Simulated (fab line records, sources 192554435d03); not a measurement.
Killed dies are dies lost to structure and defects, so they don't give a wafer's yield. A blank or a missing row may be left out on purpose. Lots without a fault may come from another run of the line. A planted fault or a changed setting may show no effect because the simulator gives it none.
Which tool did it? | flow n5_finfet | 12 lots, 36 wafers sampled, at 2 steps of a route of 1938

WHAT THE GAUGES READ, wafer by wafer
N5_BEOL_M12_RS_MEAS_54: measures by four-point-probe.
lot  | measured     | on            | M12_RS (ohm/sq)
L074 | day 12 00:43 | film_metro-02 | 0.0602 0.0611 0.0584
L077 | day 12 15:58 | film_metro-01 | 0.0590 0.0598 0.0613
L079 | day 12 20:57 | film_metro-01 | 0.0619 0.0595 0.0614
L083 | day 13 05:07 | film_metro-01 | 0.0624 0.0619 0.0611
L084 | day 14 11:52 | film_metro-02 | 0.0609 0.0589 0.0587
L088 | day 14 14:26 | film_metro-02 | 0.0607 0.0605 0.0590
L086 | day 15 05:58 | film_metro-01 | 0.0589 0.0608 0.0585
L089 | day 15 15:46 | film_metro-01 | 0.0586 0.0612 0.0588
L090 | day 16 00:01 | film_metro-01 | 0.0593 0.0612 0.0594
L093 | day 16 09:26 | film_metro-01 | 0.0597 0.0622 0.0611
L095 | day 16 18:50 | film_metro-02 | 0.0631 0.0600 0.0590
L097 | day 17 22:18 | film_metro-02 | 0.0608 0.0603 0.0614

WHICH TOOL RAN EACH LOT (tool, then ch and the chambers of the sampled wafers, then the start)
lot  | N5_BEOL_M12_ANNEAL_48
L074 | rtp_anneal-02 ch 0, day 12 00:05
L077 | rtp_anneal-02 ch 0, day 12 15:17
L079 | rtp_anneal-01 ch 0, day 12 20:16
L083 | rtp_anneal-02 ch 0, day 13 04:30
L084 | rtp_anneal-01 ch 0, day 14 11:11
L088 | rtp_anneal-02 ch 0, day 14 13:41
L086 | rtp_anneal-01 ch 0, day 15 05:16
L089 | rtp_anneal-02 ch 0, day 15 15:05
L090 | rtp_anneal-01 ch 0, day 15 23:18
L093 | rtp_anneal-02 ch 0, day 16 08:44
L095 | rtp_anneal-02 ch 0, day 16 18:11
L097 | rtp_anneal-01 ch 0, day 17 21:37
- N5_BEOL_M12_ANNEAL_48: time 90 s.

THE ANSWER, worked out from the rows above alone
Rule: what is usual is taken from the lots themselves. Put in order of their means at a reading, lots are off if they are a third of the lots or fewer, leave a main group of 4 or more, and stand apart from it by a gap of 3 or more times the standard deviation of the main group's means; of several such gaps the widest counts. A main group whose means are all the same, to the digits that the tables above print for the reading, isn't used. A lot without any number at a reading at which 4 lots or more have one is off too. The other lots that the step has rows for count as sound.
No lot is off at any reading shown: from this, nothing can be told.

WHAT THE SIMULATOR HAD PUT IN
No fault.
